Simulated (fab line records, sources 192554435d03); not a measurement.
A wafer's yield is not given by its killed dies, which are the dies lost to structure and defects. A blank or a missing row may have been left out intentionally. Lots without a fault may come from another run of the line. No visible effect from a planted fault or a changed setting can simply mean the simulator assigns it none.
Struck lot and sound lot, side by side / flow n5Finfet / 14 out of 1938 route steps
Sound: wafers L903.1, L903.3, L903.6. The struck wafers were L919.1, L919.4, L919.5. At the end, the cause is stated.
For every step that has rows: the tool of each side, followed by ch and its chambers, followed by its first start. Under that, the readings that differ: sound wafers / struck wafers / difference of the means / sigmas: that difference in standard deviations of wafers without a fault.
alike: a reading whose means differ by less than 2 such deviations, as well as words and numbers matching on both sides. not compared: withheld readings; readings where some wafer has no value; bounds like >300 that might hide an equal value; numbers whose values overlap and for which the record gives no deviation.
The two part at a step that has a row with sigmas, a row that says differs or no value, or rows on one side only. Non-overlapping numbers with no deviation appear without sigmas and do not part them. A reading that every wafer of one side lacks parts them only if that side has two wafers or more.

first, 7 steps without rows for these wafers: N5_SD_EPI_P_SRD_25 (time 30 s); N5_SD_ACTIVATION_RTA_00 (time 0 s); N5_SD_ACTIVATION_LSA_01 (time 0.0008 s); N5_ILD0_LINER_00 (material SiNx, target thk 4 nm, pulse time 1 s, purge time 2 s); N5_ILD0_FCVD_FILL_01 (material SiO2 flowable, target thk 200 nm, time 328.3 s); N5_ILD0_CURE_02 (time 1800 s); N5_ILD0_CMP_03 (polishes, stops on SiNx, t overpolish 1.9 s, target thk 197.38 nm).
N5_ILD0_CMP_07: polishes SiO2 flowable, stops on poly-Si, t overpolish 1.18 s, target thk 138.88 nm.
  sound on cmp-02 ch 0,1,2, day 4 03:20; struck on cmp-02 ch 0,1, day 8 00:04
  no value came back on the struck wafers for edgeZonePressureFrac, headPressurePsi (psi), motorCurrentA (A); on the sound wafers edgeZonePressureFrac reads 0.994 1.003 1.009
reading=model.SiNx_of_DUMMY_GATE_HM_DEP_06.thkNm (nm); sound=0 0 0; struck=76.8 77 77.2; difference=+77.0; sigmas=
reading=model.SiO2_flowable_of_ILD0_FCVD_FILL_01.thkNm (nm); sound=138.8 139.8 139.4; struck=197.8 197 197; difference=+57.9; sigmas=
reading=model.a-Si_of_DUMMY_GATE_CVD_03.thkNm (nm); sound=67.6 67 66.4; struck=71.6 70.8 72.6; difference=+4.7; sigmas=
N5_ILD0_THK_MEAS_08:
  sound on filmMetro-01 at day 4 03:36; struck on filmMetro-01 at day 8 00:22
reading=thkNm (nm); sound=138.4 139.4 139.3; struck=197.9 197.0 197.1; difference=+58.3; sigmas=+58
N5_ILD0_PRECLEAN_10: cleans in NF3:NH3, afs cycles 5, time 20 s, sublimation time 60 s.
  sound on remotePlasma-02 ch 1, day 4 03:38; struck on remotePlasma-02 ch 1, day 8 00:24
reading=model.SiO2_flowable_of_ILD0_FCVD_FILL_01.thkNm (nm); sound=120.2 120.8 120.6; struck=171.2 170.4 170.6; difference=+50.2; sigmas=
then, 1 step without rows for these wafers: N5_ILD0_ALD_15 (deposits SiNx, target thk 24 nm, pulse time 1 s, ald cycles 480).
N5_ILD0_CMP_12: polishes SiNx, stops on poly-Si, t overpolish 6 s, target thk 17.67 nm.
  sound on cmp-02 ch 0,2,3, day 4 06:51; struck on cmp-02 ch 0,2,3, day 8 03:22
reading=model.a-Si_of_DUMMY_GATE_CVD_03.thkNm (nm); sound=66.8 66.2 65.8; struck=70.8 70 71.8; difference=+4.6; sigmas=
  alike: edgeZonePressureFrac, headPressurePsi, motorCurrentA
N5_BEOL_M4_RC_MEAS_101:
  the record has rows for the sound wafers here (prober-01 ch 0, day 8 18:39) and none for the struck ones
-- here the record skips 9 days between the struck wafers' starts before and after, leaving off in module BEOL_M4 and picking up in module PASSIVATION (first step shown: number 1936 of the route) --
N5_PASSIVATION_PROBE_49:
  the record has rows for the struck wafers here (prober-01, day 16 19:47) and none for the sound ones

== WHERE THEY PART ==
First at N5_ILD0_CMP_07; last, within this record, at N5_PASSIVATION_PROBE_49.

WHY: what the simulator had put in
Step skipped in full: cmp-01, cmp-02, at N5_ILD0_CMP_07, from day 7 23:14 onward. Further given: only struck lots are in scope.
